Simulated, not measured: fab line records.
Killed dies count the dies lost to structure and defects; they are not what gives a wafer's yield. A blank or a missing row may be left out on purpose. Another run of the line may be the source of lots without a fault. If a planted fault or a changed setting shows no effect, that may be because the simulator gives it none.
Chamber matching | flow n5_finfet | N5_BEOL_M12_ETCH_67 on rie_diel-03 has 4 sister chambers
The step etches SiARC in CF4, target depth 143 nm, time 238.3 s. 4 wafers are shown with their chamber, then 10 later ones without.

== EACH WAFER AND ITS CHAMBER ==
wafer  | chamber | showerhead_plenum_p_Torr (Torr)
L091.3 | 0       | 2.11
L093.6 | 1       | 2.15
L094.2 | 2       | 2.13
L094.3 | 3       | 2.25

== WAFERS WHOSE CHAMBER IS MISSING ==
wafer  | showerhead_plenum_p_Torr (Torr)
L094.5 | 2.14
L095.1 | 2.14
L095.3 | 2.13
L095.4 | 2.10
L096.1 | 2.10
L096.3 | 2.14
L096.5 | 2.13
L097.1 | 2.12
L097.3 | 2.14
L097.5 | 2.13

== WHICH CHAMBER EACH WENT THROUGH ==
wafer  | from the rows above     | in truth
L094.5 | can't be placed: 1 or 2 | 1
L095.1 | can't be placed: 1 or 2 | 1
L095.3 | 2                       | 2
L095.4 | 0                       | 0
L096.1 | 0                       | 0
L096.3 | can't be placed: 1 or 2 | 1
L096.5 | 2                       | 2
L097.1 | can't be placed: 2 or 0 | 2
L097.3 | can't be placed: 1 or 2 | 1
L097.5 | 2                       | 2
Correctly placed: 5 of 10. Unplaceable from these rows: 5, with the true chamber sitting among the candidates in 5. Number placed wrongly: 0.
How it was worked out, from the rows above alone: a wafer's distance from a chamber is the root of the sum, over the readings, of the square of ((its reading less the chamber's mean) divided by the reading's scatter). If the next closest chamber is less than 2 further off than the closest, the wafer can't be placed; otherwise it belongs to the closest. Each chamber's mean is taken over the wafers shown for it. The scatter: root of mean squared gap, hidden wafer to nearest shown wafer, with one shown wafer a chamber.
